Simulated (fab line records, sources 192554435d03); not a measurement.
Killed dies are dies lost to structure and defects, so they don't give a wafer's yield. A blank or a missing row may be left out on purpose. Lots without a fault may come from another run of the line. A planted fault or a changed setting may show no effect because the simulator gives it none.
Which tool did it? | flow n5_finfet | 13 lots, 37 wafers sampled, at 4 steps of a route of 1938

WHAT THE GAUGES READ, wafer by wafer
The record holds no reading of a measuring or inspecting step that can be judged against a usual standard deviation.

WHICH TOOL RAN EACH LOT (tool, then ch and the chambers of the sampled wafers, then the start)
lot  | N5_BEOL_M2_SPUTTER_92        | N5_PASSIVATION_SPUTTER_20    | N5_PASSIVATION_PECVD_35         | N5_PASSIVATION_PROBE_49
L391 | pvd_sputter-03, day 8 03:34  | pvd_sputter-03, day 14 19:02 | pecvd-03 ch 1,2, day 14 21:15   | -
L393 | pvd_sputter-02, day 8 22:49  | pvd_sputter-03, day 15 07:31 | pecvd-01 ch 0,1,2, day 15 09:34 | prober-01, day 15 14:13
L394 | pvd_sputter-02, day 9 05:05  | pvd_sputter-03, day 15 17:34 | pecvd-03 ch 0,1,2, day 15 19:34 | prober-01, day 15 23:13
L395 | pvd_sputter-02, day 9 13:35  | pvd_sputter-03, day 17 01:32 | pecvd-03 ch 0, day 17 03:28     | prober-02, day 17 07:12
L401 | pvd_sputter-01, day 10 17:41 | pvd_sputter-02, day 18 05:45 | pecvd-04 ch 0,2, day 18 07:41   | prober-02, day 18 11:32
L402 | pvd_sputter-03, day 10 22:19 | pvd_sputter-03, day 17 08:27 | pecvd-04 ch 0,1,2, day 17 10:37 | prober-01, day 17 14:31
L406 | pvd_sputter-01, day 11 08:04 | pvd_sputter-03, day 18 08:05 | pecvd-04 ch 0, day 18 10:31     | prober-02, day 18 14:28
L404 | pvd_sputter-01, day 12 00:31 | pvd_sputter-01, day 18 17:53 | pecvd-03 ch 0,2, day 18 20:19   | prober-02, day 19 00:05
L408 | pvd_sputter-03, day 12 14:53 | pvd_sputter-02, day 18 22:29 | pecvd-03 ch 0,1,2, day 19 00:31 | prober-01, day 19 04:07
L409 | pvd_sputter-01, day 13 02:37 | pvd_sputter-02, day 20 07:14 | pecvd-01 ch 0,2, day 20 09:13   | -
L411 | pvd_sputter-01, day 14 01:42 | pvd_sputter-01, day 19 18:29 | pecvd-01 ch 0,1,2, day 19 20:26 | -
L412 | pvd_sputter-01, day 14 04:54 | pvd_sputter-02, day 21 23:11 | pecvd-01 ch 0,1, day 22 01:04   | -
L413 | pvd_sputter-01, day 14 09:23 | pvd_sputter-01, day 20 15:42 | pecvd-03 ch 0,1, day 20 17:38   | -
- N5_BEOL_M2_SPUTTER_92: material Cu, target thk 4.5 nm, time 8.29 s.
- N5_PASSIVATION_SPUTTER_20: material TaN, target thk 50 nm.
- N5_PASSIVATION_PECVD_35: deposits SiNx from SiH4/NH3/N2, target thk 700 nm, time 151.3 s.
- N5_PASSIVATION_PROBE_49

WHAT THE TOOLS THEMSELVES READ (means of the sampled wafers that have a number; where no wafer has one, the mark that the record gives instead)
N5_BEOL_M2_SPUTTER_92. Usual: throttle_valve_pct 30.4 %, standard deviation 0.6.
lot  | tool           | throttle_valve_pct (%) | flag
L391 | pvd_sputter-03 | 29.8                   |
L393 | pvd_sputter-02 | 30.5                   |
L394 | pvd_sputter-02 | 30.5                   |
L395 | pvd_sputter-02 | 30.4                   |
L401 | pvd_sputter-01 | 30.8                   |
L402 | pvd_sputter-03 | 30.0                   |
L406 | pvd_sputter-01 | 30.5                   |
L404 | pvd_sputter-01 | 30.3                   |
L408 | pvd_sputter-03 | 30.7                   |
L409 | pvd_sputter-01 | 30.3                   |
L411 | pvd_sputter-01 | 30.6                   |
L412 | pvd_sputter-01 | 30.3                   |
L413 | pvd_sputter-01 | 30.8                   |

N5_PASSIVATION_SPUTTER_20. Usual: throttle_valve_pct 30.4 %, standard deviation 0.7.
lot  | tool           | throttle_valve_pct (%) | flag
L391 | pvd_sputter-03 | 31.4                   |
L393 | pvd_sputter-03 | 29.9                   |
L394 | pvd_sputter-03 | 30.1                   |
L395 | pvd_sputter-03 | 30.2                   |
L401 | pvd_sputter-02 | 29.7                   |
L402 | pvd_sputter-03 | 29.9                   |
L406 | pvd_sputter-03 | 30.6                   |
L404 | pvd_sputter-01 | 30.2                   |
L408 | pvd_sputter-02 | 30.4                   |
L409 | pvd_sputter-02 | 30.2                   |
L411 | pvd_sputter-01 | 30.6                   |
L412 | pvd_sputter-02 | 30.2                   |
L413 | pvd_sputter-01 | 30.3                   |

N5_PASSIVATION_PECVD_35. Usual: heater_power_w 412 W, standard deviation 72; showerhead_plenum_p_Torr 8.65 Torr, standard deviation 0.068; throttle_valve_pct 28.9 %, standard deviation 1.7.
lot  | tool     | heater_power_w (W) | showerhead_plenum_p_Torr (Torr) | throttle_valve_pct (%) | flag
L391 | pecvd-03 | 402                | 8.66                            | 29.3                   |
L393 | pecvd-01 | 496                | 8.62                            | 29.5                   |
L394 | pecvd-03 | 411                | 8.66                            | 28.7                   |
L395 | pecvd-03 | 419                | 8.71                            | 29.1                   |
L401 | pecvd-04 | 437                | 8.65                            | 28.2                   |
L402 | pecvd-04 | 388                | 8.67                            | 29.5                   |
L406 | pecvd-04 | 502                | 8.64                            | 28.4                   |
L404 | pecvd-03 | 474                | 8.65                            | 28.5                   |
L408 | pecvd-03 | 371                | 8.65                            | 28.9                   |
L409 | pecvd-01 | 456                | 8.55                            | 28.9                   |
L411 | pecvd-01 | 419                | 8.61                            | 29.6                   |
L412 | pecvd-01 | 411                | 8.63                            | 30.6                   |
L413 | pecvd-03 | 369                | 8.69                            | 29.9                   |

N5_PASSIVATION_PROBE_49. Usual: defect_limited_yield 91.4 %, standard deviation 1.4; killed_at_M0_to_M3 34, standard deviation 9.1; killed_at_M4_up 14, standard deviation 5.2; killed_at_contacts 12, standard deviation 6.4; killed_at_front_end 38, standard deviation 11; killed_at_other 3.7, standard deviation 2.8; killed_dies 102, standard deviation 17; killed_open 68, standard deviation 13; killed_short 32, standard deviation 7.8; sort_bin_4_leakage 0.05 %, standard deviation 0.3; sort_bin_5_function 5.1 %, standard deviation 1; sort_bin_6_memory 3.2 %, standard deviation 0.66; sort_n_pass 1076, standard deviation 19; sort_yield_pct 91.2 %, standard deviation 1.6.
lot  | tool      | defect_limited_yield (%) | killed_at_M0_to_M3 | killed_at_M4_up | killed_at_contacts | killed_at_front_end | killed_at_other | killed_dies | killed_open | killed_short | sort_bin_4_leakage (%) | sort_bin_5_function (%) | sort_bin_6_memory (%) | sort_n_pass | sort_yield_pct (%) | flag
L393 | prober-01 | 92.8                     | 31                 | 8               | 8                  | 35                  | 2.7             | 85          | 48          | 35           | 0.00                   | 4.7                     | 2.3                   | 1095        | 92.8               |
L394 | prober-01 | 90.5                     | 36                 | 20              | 11                 | 36                  | 8.3             | 112         | 77          | 32           | 0.00                   | 5.3                     | 4.0                   | 1068        | 90.5               |
L395 | prober-02 | 81.6                     | 146                | 16              | 9                  | 43                  | 3.0             | 217         | 67          | 29           | 0.00                   | 11.3                    | 4.8                   | 963         | 81.6               | OFF
L401 | prober-02 | 91.5                     | 31                 | 11              | 12                 | 40                  | 5.7             | 100         | 68          | 30           | 0.00                   | 4.8                     | 3.5                   | 1080        | 91.5               |
L402 | prober-01 | 90.1                     | 27                 | 7               | 17                 | 63                  | 2.0             | 116         | 71          | 43           | 0.00                   | 5.6                     | 4.0                   | 1064        | 90.1               |
L406 | prober-02 | 91.9                     | 26                 | 11              | 22                 | 34                  | 2.7             | 95          | 66          | 28           | 0.00                   | 5.2                     | 2.6                   | 1085        | 91.9               |
L404 | prober-02 | 91.9                     | 41                 | 11              | 7                  | 31                  | 6.0             | 96          | 60          | 32           | 0.00                   | 4.6                     | 3.1                   | 1084        | 91.9               |
L408 | prober-01 | 91.7                     | 31                 | 13              | 7                  | 46                  | 1.7             | 98          | 70          | 28           | 0.11                   | 4.9                     | 3.2                   | 1080        | 91.5               |

THE ANSWER, worked out from the rows above alone
Rule: a lot is off if the mean of its wafers that have a number lies more than 3 standard deviations from the usual mean. A lot without any number at a reading at which 4 lots or more have one is off too. The other lots that the step has rows for count as sound. The gauges are gone through in route order, then the tools' own readings, and for those a lot's mean is taken as printed above. The first step at which some lot is off is used, and at that step the reading that is off furthest; a lot without a number counts as furthest.
Off: L395, at N5_PASSIVATION_PROBE_49 (killed_at_M0_to_M3). Neither off nor sound, because the step has no rows for them: L391, L409, L411, L412, L413.
A tool fits if, at that step or a process step before it, it ran every lot that is off, and no sound lot after the first of them. One fits: pvd_sputter-02 at N5_BEOL_M2_SPUTTER_92. Its last sound lot is L394 (day 9 05:05), its first lot that is off L395 (day 9 13:35): a fault that began between those two fits.

WHAT THE SIMULATOR HAD PUT IN
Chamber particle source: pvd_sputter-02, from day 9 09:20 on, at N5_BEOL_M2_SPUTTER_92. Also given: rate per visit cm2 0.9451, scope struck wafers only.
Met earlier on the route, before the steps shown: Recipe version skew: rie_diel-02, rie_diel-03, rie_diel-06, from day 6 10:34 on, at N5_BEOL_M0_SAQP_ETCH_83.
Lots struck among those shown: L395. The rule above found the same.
